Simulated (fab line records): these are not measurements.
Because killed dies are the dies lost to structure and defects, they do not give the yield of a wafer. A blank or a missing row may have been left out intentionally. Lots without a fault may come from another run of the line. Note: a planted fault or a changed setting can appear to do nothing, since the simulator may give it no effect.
Comparing a struck lot with a sound one / flow n5_finfet / 15 steps out of a route of 1938
Sound: the wafers L103.1, L103.5, L103.6. Struck: wafers L116.1, L116.2, L116.3. The cause is given at the end.
For every step that has rows: the tool of each side, followed by ch and its chambers, followed by its first start. Under that, the readings that differ: sound wafers / struck wafers / difference of the means / sigmas: that difference in standard deviations of wafers without a fault.
alike: same words and numbers on both sides, and readings whose means sit less than 2 such deviations apart. not compared: any withheld reading, any reading some wafer has no value for, any bound like >300 that may hide the same value, and any number with overlapping values for which the record gives no deviation.
Wherever a step has rows on one side only, a row that says differs or no value, or a row with sigmas, the two part there. Non-overlapping numbers with no deviation appear without sigmas and do not part them. Lack of a reading on every wafer of one side parts them only where that side has two or more wafers.

first, 2 steps without rows for these wafers: N5_HKMG_FIN_COAT_66 (time 60 s, resist thk 300 nm); N5_HKMG_FIN_ETCH_67 (etches SOC in N2/H2, stops on TiN, target depth 388.9 nm).
N5_HKMG_FIN_STRIP_90: strips SOC in N2/H2, time 20 s.
  sound on rie_diel-01 ch 2,3, day 5 12:59; struck on rie_diel-05 ch 0,1,2, day 8 17:10
  alike: drypump_motor_current_A, oes_product_au, rf_vpp_V, showerhead_plenum_p_Torr, throttle_valve_pct
  not compared: rf_hours_counter_h
then, 1 step without rows for these wafers: N5_HKMG_FIN_WET_ETCH_73 (etches the open film in SC1, time 42.3 s, target depth 1.3 nm, rinse time 30 s).
N5_HKMG_FIN_ETCHBACK_68: etches the open film in Cl2/Ar, stops on HfO2, target depth 0.5 nm.
  sound on rie_metal-03 ch 0,1, day 5 13:09; struck on rie_metal-02 ch 0,1, day 8 17:21
  alike: drypump_motor_current_A, oes_product_au, throttle_valve_pct
  not compared: rf_hours_counter_h
then, 1 step without rows for these wafers: N5_HKMG_FIN_STRIP_69 (strips in N2/H2, time 360 s).
N5_HKMG_FIN_ALD_21: deposits TiN, target thk 1.5 nm, pulse time 1 s, purge time 3 s.
  sound on ald_metal-01 ch 0,3, day 5 13:41; struck on ald_metal-03 ch 0,1,3, day 8 17:52
  alike: heater_power_w, precursor_pulse_height_rel
then, 1 step without rows for these wafers: N5_HKMG_FIN_ALD_72 (deposits W, target thk 2 nm, pulse time 1 s, purge time 2 s).
N5_HKMG_FIN_W_FILL_22: material W, target thk 60 nm, time 18.2 s.
  sound on cvd_w-01 ch 0,1, day 5 14:06; struck on cvd_w-02 ch 0,1, day 8 18:18
  alike: heater_power_w, throttle_valve_pct
then, 2 steps without rows for these wafers: N5_HKMG_FIN_PRECLEAN_83 (cleans in DIW, time 57.5 s); N5_HKMG_FIN_SRD_84 (dry time 32 s).
N5_HKMG_FIN_CMP_23: polishes, stops on SiNx, t overpolish 10 s, target thk 46.326 nm.
  sound on cmp-01 ch 0,1,2, day 5 14:23; struck on cmp-01 ch 0,2,3, day 8 18:25
  alike: head_pressure_psi, motor_current_A, overpolish_run_s, time_to_endpoint_s
N5_HKMG_FIN_CMP_94: polishes, stops on SiNx, t overpolish 4.7 s, target thk 43.299 nm.
  sound on cmp-01 ch 0,1,2, day 5 14:46; struck on cmp-01 ch 0,2,3, day 8 18:53
reading=head_pressure_psi (psi); sound=3.996 3.991 3.995; struck=4.324 4.310 4.326; difference=+0.326; sigmas=+39
  alike: motor_current_A
-- here the record skips 4 days between the struck wafers' starts before and after, leaving off in module HKMG_FIN and picking up in module BEOL_M4 (first step shown: number 1111 of the route) --
N5_BEOL_M4_RC_MEAS_101:
  sound on prober-01 ch 0, day 10 15:33; struck on prober-02 ch 0, day 12 17:07
reading=SS_P (mV/dec); sound=74.1 74.7 74.3; struck=72.5 72.4 72.8; difference=-1.8; sigmas=-3
  alike: DIBL_N, DIBL_P, IOFF_N, IOFF_P, ION_N, ION_P, SS_N, VT_N, VT_P
N5_PASSIVATION_PROBE_49:
  the record has rows for the sound wafers here (prober-01, day 15 01:35) and none for the struck ones

== WHERE THEY PART ==
Earliest at N5_HKMG_FIN_CMP_94; latest, in this record, at N5_PASSIVATION_PROBE_49.

WHY: whatever the simulator had introduced
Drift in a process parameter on cmp-01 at N5_HKMG_FIN_CMP_94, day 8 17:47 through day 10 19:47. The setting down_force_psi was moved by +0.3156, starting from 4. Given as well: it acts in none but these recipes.
